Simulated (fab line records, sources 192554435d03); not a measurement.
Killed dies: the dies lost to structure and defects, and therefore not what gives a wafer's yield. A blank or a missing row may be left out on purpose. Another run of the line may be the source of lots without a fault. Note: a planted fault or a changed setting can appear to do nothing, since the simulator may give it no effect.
A struck lot beside a sound one ; flow n5_finfet ; 15 out of 1938 route steps
Sound: wafers L799.1, L799.4, L799.6. The struck wafers were L796.2, L796.3, L796.4. Last of all comes the cause.
Per side, at each step with rows, come the tool, then ch with its chambers, and then its first start. Under that, the readings that differ: sound wafers ; struck wafers ; difference of the means ; sigmas: that difference in standard deviations of wafers without a fault.
alike: words and numbers the same on both sides, and readings whose means are apart by under 2 such deviations; not compared: readings that were withheld, readings missing a value for some wafer, numbers with overlapping values and no deviation given by the record, and bounds like >300 which may hide the same value.
The two part at a step that has a row with sigmas, a row that says differs or no value, or rows on one side only. When numbers do not overlap yet have no deviation, they are printed without sigmas and do not part them. A reading missing from all wafers of one side parts the sides only when that side holds two or more wafers.

N5_BEOL_M6_ALD_77: deposits TaN, target thk 2 nm, pulse time 2 s, purge time 3 s.
  sound on ald_metal-04 ch 0,1,3, day 12 20:01; struck on ald_metal-01 ch 0,1,2, day 12 08:05
  alike: heater_power_w
then, 2 steps without rows for these wafers: N5_BEOL_M6_SURFACE_TREAT_79; N5_BEOL_M6_CVD_78 (deposits Co from CCTBA/H2, target thk 2 nm, time 142.3 s).
N5_BEOL_M6_SPUTTER_48: material Cu, target thk 10 nm, time 1.667 s.
  sound: pvd_sputter-03 at day 12 20:43; struck: pvd_sputter-03 at day 12 12:19
  alike: bias_v, chamber_pressure_pa, throttle_valve_pct
then, 1 step without rows for these wafers: N5_BEOL_M6_ECD_50 (material Cu, target thk 300 nm).
N5_BEOL_M6_ANNEAL_51: time 90 s.
  sound on rtp_anneal-01 ch 0, day 12 21:09; struck on rtp_anneal-02 ch 0, day 12 12:34
  alike: wafer_temp_C_max
then, 1 step without rows for these wafers: N5_BEOL_M6_CMP_52 (polishes, stops on SiCOH lowk, t overpolish 6.9 s, target thk 80 nm).
N5_BEOL_M6_THK_MEAS_53: measures by xrf.
  sound: film_metro-02 at day 12 21:44; struck: film_metro-01 at day 12 13:07
  alike: M6_THK
then, 1 step without rows for these wafers: N5_BEOL_M6_PRE_CLEAN_55 (time 15 s).
N5_BEOL_M6_DEP_56: deposits SiCN from 3MS/NH3, target thk 10 nm, time 17.5 s.
  sound on pecvd-02 ch 0,1,2, day 12 21:48; struck on pecvd-03 ch 0,2, day 12 13:10
  alike: showerhead_plenum_p_Torr, throttle_valve_pct
N5_BEOL_M6_RS_MEAS_57: measurement is done with a four-point probe.
  sound: film_metro-01 at day 12 21:52; struck: film_metro-01 at day 12 13:14
  alike: M6_RS
N5_BEOL_M6_INSPECT_58: inspects for defects (darkfield).
  sound: defect_inspect-02 at day 12 21:54; struck: defect_inspect-02 at day 12 13:16
  alike: raw_defect_count
N5_BEOL_M7_ILD_DEP_00: deposits SiCOH lowk from DEMS/porogen, target thk 179.75 nm, time 33.4 s.
  sound on pecvd-01 ch 0,2, day 12 21:56; struck on pecvd-03 ch 0,1,2, day 12 13:19
reading;sound;struck;difference;sigmas
susceptor_temp_C (C);299.91 300.15 300.33;298.63 298.54 298.54;-1.56;-8
  alike: heater_power_w, showerhead_plenum_p_Torr, throttle_valve_pct
N5_BEOL_M7_CURE_74: cures SiCOH lowk, time 240 s.
  sound on uv_cure-01 ch 0, day 12 22:00; struck on uv_cure-03 ch 1, day 12 13:32
  alike: lamp_power_pct, wafer_temp_C_max
-- the record jumps here: 3 days lie between the struck wafers' starts before and after (it left off in module BEOL_M7 and takes up again in module PASSIVATION, whose first step shown is number 1936 of the route) --
N5_PASSIVATION_PROBE_49:
  sound: prober-01 at day 16 13:25; struck: prober-01 at day 15 19:11
  alike: defect_limited_yield, killed_at_M0_to_M3, killed_at_M4_up, killed_at_contacts, killed_at_front_end, killed_at_other, killed_dies, killed_open, killed_short, sort_bin_5_function, sort_bin_6_memory, sort_n_pass, sort_yield_pct

## WHERE THEY PART
At N5_BEOL_M7_ILD_DEP_00 and nowhere else, as far as this record goes. Later steps at which nothing parts them and some readings are alike: N5_BEOL_M7_CURE_74, N5_PASSIVATION_PROBE_49.

WHY: what had been put in by the simulator
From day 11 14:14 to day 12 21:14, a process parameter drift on pecvd-03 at N5_BEOL_M7_ILD_DEP_00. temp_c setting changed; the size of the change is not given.
